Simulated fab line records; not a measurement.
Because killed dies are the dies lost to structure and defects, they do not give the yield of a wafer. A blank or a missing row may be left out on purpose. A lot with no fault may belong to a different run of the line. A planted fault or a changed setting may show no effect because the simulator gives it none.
fab line records | flow n5_finfet
[record] lots = 12 wafers = 34 last_day = 19
route steps=1938 shown SDB@369 HKMG_FIN@419 PASSIVATION@1936
lots with no fault: from the same line, run without faults
start_h: hours from the record's opening day to when the first of the lot's shown wafers began | wait_h: hours since the lot's step before | " same as the row above | L1.1+2: several wafers, shown together as one row | - either no value or no given start | * or withheld: withheld | < > ~ a bound
route shown NAME@n: a module of which the file shows steps, and the number in the route of the first | usual: average and standard deviation across the fault-free wafers | same: alike in all rows | chamber/n: place in a boat | sites: the reading at each site | _std_site: their standard deviation | _edge_site: outer sites' mean less inner sites' | radius_mm: for every site, how far away it sits from the centre of the wafer | mask NAME#n: copy n | behind: the last tool/chamber to shape the wafer | hold: cause of the lot's hold/its duration in hours/its outcome | device: which transistor (n, p or np) failed to switch | end of line: tests run on the same wafers once the route is complete | for a step that has no rows: nothing shown but its recipe | killed: count of dies lost to structure and defects at first sort (not the wafer's yield) | map: shows each die of a wafer: x if killed, . if not, _ if none is there
set.NAME: the setting as run; set.NAME@STEP: as run at that earlier step | model.NAME: the simulator's own value behind a step, which no gauge read
a sample of lots followed through the steps of the route, with each step as a table and each wafer as a row
services: the hour from which a tool's chamber was out of use, counted from the record's first day as start_h (under 0 if before that day), plus the number of hours and why
[[steps]]
[step N5_SDB_CUT_ETCH_26]
[recipe] chemistry = HBr/Cl2/O2 target = Si target_depth_a = 1296 bt_time_s = 20 mask_material = SiNx time_s = 51.8 ion_energy_ev = * bias_w = * pressure_mtorr = 10 icp_w = 800 HBr_flow_sccm = 150 Cl2_flow_sccm = 80 O2_flow_sccm = 12
[usual] drypump_motor_current_A = 5.5/0.56 oes_product_au = 1.001/0.018 throttle_valve_pct = 37.0/0.31
// columns lot.wafer tool chamber start_h wait_h drypump_motor_current_A oes_product_au rf_hours_counter_h throttle_valve_pct
L695.1 rie_si-01 1 69.66 0.1 4.9 1.028 51 36.6
L695.3 " 2 " " 5.2 0.997 127 37.0
L698.1 rie_si-01 1 84.65 0.1 4.9 1.042 51 36.6
L698.2 " 3 " " 5.7 0.996 62 37.5
L698.5 " 2 " " 5.2 0.993 - 37.0
L699.1 rie_si-01 2 93.71 0.1 5.2 0.988 127 37.0
L699.3 " 3 " " 5.6 1.005 62 37.5
L699.6 " 1 " " 4.9 1.025 - 36.6
L701.1 rie_si-01 1 105.41 0.1 4.9 1.025 52 36.6
L701.2 " 0 " " 5.0 1.007 6 36.9
L701.6 " 0 " " 5.0 1.011 - 36.9
L702.2 rie_si-01 0 111.28 0.1 5.0 1.005 6 36.9
L702.5 " 3 " " 5.6 0.998 - 37.5
L702.6 " 0 " " 5.0 1.005 - 36.8
L703.1 rie_si-01 3 116.82 0.1 5.6 0.993 63 37.5
L703.2 " 0 " " 5.0 0.998 6 36.9
L703.5 " 3 " " 5.6 1.003 - 37.5
L709.1 rie_si-05 0 150.59 0.1 5.5 1.011 5 37.3
L709.3 " 2 " " 6.7 1.028 125 37.1
L709.5 " 1 " " 5.9 0.983 - 36.8
L712.2 rie_si-06 0 167.98 0.1 5.3 0.979 68 37.4
L712.4 " 1 " " 5.2 0.985 68 36.4
L713.1 rie_si-01 2 177.40 0.1 5.2 0.999 129 37.1
L713.2 " 1 " " 4.9 1.025 53 36.6
L713.6 " 2 " " 5.2 0.997 - 37.0
L715.1 rie_si-01 2 188.67 0.1 5.2 0.999 129 37.1
L715.4 " 0 " " 5.0 1.003 7 36.9
L715.5 " 3 " " 5.6 0.998 - 37.5
L716.2 rie_si-05 0 200.61 0.1 5.4 1.007 6 37.3
L716.3 " 3 " " 5.0 0.974 153 37.0
L716.6 " 1 " " 5.8 0.978 - 36.8
L717.2 rie_si-06 3 201.62 0.1 6.7 1.025 9 37.5
L717.5 " 2 " " 5.1 1.012 - 36.8
L717.6 " 1 " " 5.2 0.986 - 36.4
[step N5_HKMG_FIN_ALD_36]
[recipe] material = TiN target_thk_a = 10 temp_c = 400 ald_precursor_family = TiCl4 ald_co_reactant = NH3 pulse_time_s = 1 purge_time_s = 3 co_reactant_purge_time_s = 2 co_reactant_pulse_time_s = 2 ald_cycles = 47 pressure_torr = 3
[usual] ald_cycles = 47/0 heater_power_w = 872/96 precursor_pulse_height_rel = 1.001/0.019
// columns lot.wafer tool chamber start_h wait_h ald_cycles heater_power_w precursor_pulse_height_rel
L695.1 ald_metal-02 3 77.24 0.0 47 810 1.010
L695.3 " 1 " " 47 794 0.963
L698.1 ald_metal-03 0 93.36 0.0 47 774 0.991
L698.2 " 3 " " 47 977 1.001
L698.5 " 0 " " 47 797 1.007
L699.1 ald_metal-04 0 100.97 0.2 47 836 1.004
L699.3 " 1 " " 47 984 0.970
L699.6 " 2 " " 47 959 1.004
L701.1 ald_metal-02 0 112.31 0.0 47 739 0.985
L701.2 " 2 " " 47 712 1.000
L701.6 " 0 " " 47 749 0.976
L702.2 ald_metal-02 3 118.48 0.0 47 811 1.001
L702.5 " 3 " " 47 798 0.985
L702.6 " 2 " " 47 748 0.976
L703.1 ald_metal-02 0 124.18 0.0 26 762 1.005
L703.2 " 1 " " 26 777 1.027
L703.5 " 3 " " 47 797 0.994
L709.1 ald_metal-02 2 158.85 0.0 26 728 1.010
L709.3 " 1 " " 47 793 1.014
L709.5 " 3 " " 47 806 0.999
L712.2 ald_metal-03 3 176.55 0.0 47 954 1.006
L712.4 " 0 " " 47 791 0.999
L713.1 ald_metal-03 0 184.56 0.0 47 774 1.018
L713.2 " 1 " " 47 983 1.026
L713.6 " 0 " " 47 759 1.035
L715.1 ald_metal-03 1 196.17 0.0 47 986 0.980
L715.4 " 3 " " 47 1009 1.004
L715.5 " 2 " " 47 873 0.993
L716.2 ald_metal-03 0 207.80 0.0 47 786 0.993
L716.3 " 3 " " 47 1004 0.994
L716.6 " 0 " " 47 788 1.050
L717.2 ald_metal-03 2 208.75 0.0 47 894 1.000
L717.5 " 0 " " 47 770 1.021
L717.6 " 3 " " 47 993 1.011
[step N5_HKMG_FIN_THK_MEAS_70]
[recipe] thk_meas_gauge = xrf reads = HfO2_of_HKMG_FIN_HK_ALD_01
[usual] HK_THK = 1.598/0.019
// columns lot.wafer tool chamber start_h wait_h HK_THK[nm]
L695.1 film_metro-01 - 77.52 0.2 1.604
L695.3 " - " " 1.633
L698.1 film_metro-02 - 93.64 0.2 1.613
L698.2 " - " " 1.633
L698.5 " - " " 1.614
L699.1 film_metro-01 - 101.25 0.2 1.591
L699.3 " - " " 1.590
L699.6 " - " " 1.615
L701.1 film_metro-02 - 112.59 0.2 1.606
L701.2 " - " " 1.603
L701.6 " - " " 1.584
L702.2 film_metro-01 - 118.76 0.2 1.593
L702.5 " - " " 1.590
L702.6 " - " " 1.598
L703.1 film_metro-02 - 124.46 0.2 1.575
L703.2 " - " " 1.577
L703.5 " - " " 1.594
L709.1 film_metro-02 - 159.13 0.2 1.623
L709.3 " - " " 1.571
L709.5 " - " " 1.626
L712.2 film_metro-01 - 176.84 0.2 1.616
L712.4 " - " " 1.607
L713.1 film_metro-02 - 184.84 0.2 1.599
L713.2 " - " " 1.625
L713.6 " - " " 1.573
L715.1 film_metro-02 - 196.45 0.2 1.609
L715.4 " - " " 1.563
L715.5 " - " " 1.580
L716.2 film_metro-02 - 208.08 0.2 1.599
L716.3 " - " " 1.600
L716.6 " - " " 1.588
L717.2 film_metro-01 - 209.03 0.2 1.599
L717.5 " - " " 1.604
L717.6 " - " " 1.589
[step N5_HKMG_FIN_STRIP_34]
[recipe] chemistry = CF4 resist = SiARC power_w = 300 bias_power_w = 75 pressure_mtorr = 50 cf4_flow_sccm = 150 rf_frequency_hz = 6e+07
[usual] drypump_motor_current_A = 5.7/0.41 oes_product_au = 0.77/0.094 power_w = 300.0/0.97 rf_vpp_V = 271.6/1.6 showerhead_plenum_p_Torr = 1.81/0.06 throttle_valve_pct = 13.65/0.29
// columns lot.wafer tool chamber start_h wait_h drypump_motor_current_A oes_product_au power_w rf_hours_counter_h rf_vpp_V showerhead_plenum_p_Torr throttle_valve_pct
L695.1 rie_diel-03 2 78.64 0.0 5.2 0.71 300.6 204 270.6 1.77 13.81
L695.3 " 0 " " 6.2 0.73 299.1 156 272.5 1.88 13.80
L698.1 rie_diel-03 0 95.26 0.0 6.2 0.72 299.1 164 272.4 1.87 13.82
L698.2 " 1 " " 6.1 0.69 298.4 243 270.4 1.78 13.56
L698.5 " 0 " " 6.2 0.72 299.0 - 274.0 1.87 13.82
L699.1 rie_diel-05 3 102.85 0.0 6.1 0.73 301.1 184 269.5 1.72 13.66
L699.3 " 2 " " 6.1 0.75 300.6 153 271.8 1.85 13.73
L699.6 " 2 " " 6.1 0.74 299.1 - 274.0 1.85 13.72
L701.1 rie_diel-05 0 113.83 0.0 6.1 0.69 298.4 222 268.2 1.70 13.59
L701.2 " 1 " " 5.5 0.70 300.0 213 272.6 1.79 13.85
L701.6 " 2 " " 6.1 0.74 300.3 - 272.7 1.85 13.72
L702.2 rie_diel-01 3 120.00 0.0 5.6 0.69 300.6 244 267.8 1.72 14.32
L702.5 " 0 " " 5.2 0.81 300.2 - 272.2 1.89 13.51
L702.6 " 3 " " 5.7 0.70 300.0 - 269.4 1.72 14.31
L703.1 rie_diel-01 2 125.70 0.0 5.5 0.91 298.0 21 272.7 1.83 13.31
L703.2 " 1 " " 6.1 0.91 300.1 17 272.5 1.81 13.16
L703.5 " 0 " " 5.2 0.80 301.0 - 273.5 1.89 13.52
L709.1 rie_diel-01 2 161.70 0.0 5.6 0.88 298.7 38 271.8 1.83 13.33
L709.3 " 1 " " 6.1 0.88 301.0 34 271.6 1.81 13.19
L709.5 " 2 " " 5.6 0.88 299.7 - 272.3 1.83 13.32
L712.2 rie_diel-01 3 178.08 0.0 5.7 0.93 301.4 9 274.7 1.93 13.79
L712.4 " 0 " " 5.1 0.78 299.8 101 274.0 1.89 13.56
L713.1 rie_diel-01 2 186.27 0.0 5.5 0.87 300.7 46 271.4 1.82 13.35
L713.2 " 0 " " 5.1 0.79 300.2 104 272.9 1.89 13.58
L713.6 " 3 " " 5.7 0.91 300.7 - 273.7 1.93 13.80
L715.1 rie_diel-05 2 197.66 0.0 6.1 0.73 300.9 178 273.1 1.85 13.77
L715.4 " 3 " " 6.1 0.72 298.8 208 268.7 1.72 13.71
L715.5 " 1 " " 5.5 0.69 298.9 - 271.2 1.78 13.92
L716.2 rie_diel-03 0 209.33 0.0 6.2 0.68 299.8 216 272.1 1.86 13.95
L716.3 " 1 " " 6.1 1.00 300.0 0 270.5 1.77 13.01
L716.6 " 1 " " 6.1 0.99 300.9 - 271.4 1.77 12.99
L717.2 rie_diel-03 3 210.27 0.0 5.1 0.71 298.9 198 268.8 1.72 13.97
L717.5 " 1 " " 6.1 0.99 300.6 - 270.5 1.77 13.01
L717.6 " 0 " " 6.2 0.69 299.3 - 272.1 1.86 13.93
[step N5_PASSIVATION_PROBE_49]
[usual] killed_at_M0_to_M3 = 33/9.9 killed_at_M4_up = 14/6.4 killed_at_contacts = 12/7 killed_at_front_end = 41/13 killed_at_other = 3.1/2.9 killed_dies = 103/20 killed_open = 67/14 killed_short = 34/9.4
[same] gross_dies = 1180 killed_at_back_side = 0
// columns lot.wafer tool chamber start_h wait_h killed_at_M0_to_M3 killed_at_M4_up killed_at_contacts killed_at_front_end killed_at_other killed_dies killed_open killed_short
L703.1 prober-01 - 304.99 0.0 27 16 6 55 6 110 58 48
L703.2 prober-01 - 305.04 0.1 37 5 9 37 1 89 47 40
L703.5 prober-01 - 305.19 0.2 27 8 6 49 6 96 54 40
L715.1 prober-01 - 431.59 0.0 25 12 7 33 3 80 57 23
L715.4 prober-01 - 431.74 0.2 18 12 14 41 2 87 62 25
L715.5 prober-01 - 431.79 0.2 33 20 11 35 2 101 76 25
// killed by level:class
L703.1 FIN_SAQP:geometric_particle:short=19 FIN_SAQP:geometric_particle:open=7 STI_FIN_REVEAL:geometric_particle:open=6 BEOL_M0_SAQP:geometric_particle:open=6 BEOL_M4:geometric_particle:open=6 SPACER0:geometric_particle:open=5 MOL_CONTACT_COAG:geometric_particle:open=5 BEOL_M1:geometric_particle:open=5
L703.2 GATE_CUT:geometric_particle:short=10 BEOL_M0_SAQP:geometric_particle:open=7 BEOL_M3:geometric_particle:open=7 MOL_CONTACT_COAG:geometric_particle:open=6 BEOL_M1:geometric_particle:open=6 BEOL_M0_SAQP:geometric_particle:short=5 BEOL_M2:geometric_particle:open=5 BEOL_M1:geometric_particle:short=4
L703.5 STI_FIN_REVEAL:geometric_particle:open=16 FIN_SAQP:geometric_particle:short=13 MOL_CONTACT_COAG:geometric_particle:open=6 BEOL_M3:geometric_particle:open=6 BEOL_M4:geometric_particle:short=5 DUMMY_GATE:geometric_particle:open=4 BEOL_M0_SAQP:geometric_particle:open=4 BEOL_M1:geometric_particle:open=4
L715.1 STI_FIN_REVEAL:geometric_particle:open=9 BEOL_M4:geometric_particle:open=9 BEOL_M2:geometric_particle:open=8 MOL_CONTACT_COAG:geometric_particle:open=6 STARTING-WAFER:geometric_particle:short=5 GATE_CUT:geometric_particle:open=4 FIN_SAQP:geometric_particle:open=3 BEOL_M0:geometric_particle:open=3
L715.4 MOL_CONTACT_COAG:geometric_particle:open=11 STI_FIN_REVEAL:geometric_particle:open=10 DUMMY_GATE:geometric_particle:open=9 BEOL_M2:geometric_particle:open=6 GATE_CUT:geometric_particle:short=5 FIN_SAQP:geometric_particle:open=4 BEOL_M4:geometric_particle:open=4 STARTING-WAFER:geometric_particle:short=4
L715.5 BEOL_M4:geometric_particle:open=16 MOL_CONTACT_COAG:geometric_particle:open=11 BEOL_M1:geometric_particle:open=8 STI_FIN_REVEAL:geometric_particle:open=7 BEOL_M2:geometric_particle:open=7 FIN_SAQP:geometric_particle:open=6 FIN_SAQP:geometric_particle:short=4 DUMMY_GATE:geometric_particle:open=3
[[services]]
// columns tool chamber start_h hours kind
ald_metal-04 2 46.90 3.5 repair
rie_si-06 3 48.59 5.4 repair
rie_diel-01 1 59.08 2.7 repair
rie_diel-03 3 60.64 132.0 repair
ald_metal-03 - 62.36 0.3 repair
rie_diel-01 1 67.45 - clean
rie_diel-01 1 67.45 - consumable_replace:focus_ring
rie_diel-01 1 67.45 16.1 scheduled_down
rie_diel-01 1 67.45 16.1 vent_cycle
rie_diel-01 2 79.65 27.8 repair
ald_metal-04 3 97.93 23.7 repair
ald_metal-02 - 99.82 2.8 pm
rie_si-01 1 116.59 5.4 repair
rie_si-06 3 133.35 6.9 repair
rie_diel-01 3 137.47 - clean
rie_diel-01 3 137.47 - consumable_replace:focus_ring
rie_diel-01 3 137.47 - consumable_replace:showerhead
rie_diel-01 3 137.47 16.5 scheduled_down
rie_diel-01 3 137.47 16.5 vent_cycle
rie_diel-05 0 175.21 1.2 repair
ald_metal-02 0 175.38 3.0 repair
rie_diel-03 1 192.64 - clean
rie_diel-03 1 192.64 - consumable_replace:focus_ring
rie_diel-03 1 192.64 15.9 scheduled_down
[[key]]
[first_sign] step = N5_HKMG_FIN_ALD_36 reading = ald_cycles direction = down sigmas = 99+ usual = * struck = *
effect none on later readings
met_at N5_HKMG_FIN_ALD_36
struck_lots L703,L709
struck_wafers L703.1,L703.2,L709.1
tester_left_out L703,L709
not_acting_at N5_SDB_CUT_ETCH_26,N5_HKMG_FIN_THK_MEAS_70,N5_HKMG_FIN_STRIP_34
onset_between 118.48 124.18
[fault] kind = process_parameter_drift tool = ald_metal-02 chamber = - onset_h = 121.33 steps = N5_HKMG_FIN_ALD_36 channel = ald_cycles offset = * shape = step end_h = 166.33 scope = struck_wafers_only acts_in = * stated = *
// tester_left_out: of these lots the tester's yield and bins aren't shown, on N5 and GAA mostly nor the transistor test; their killed dies are dies lost to structure and defects alone, not to doping, threshold or leakage, so they don't give the yield
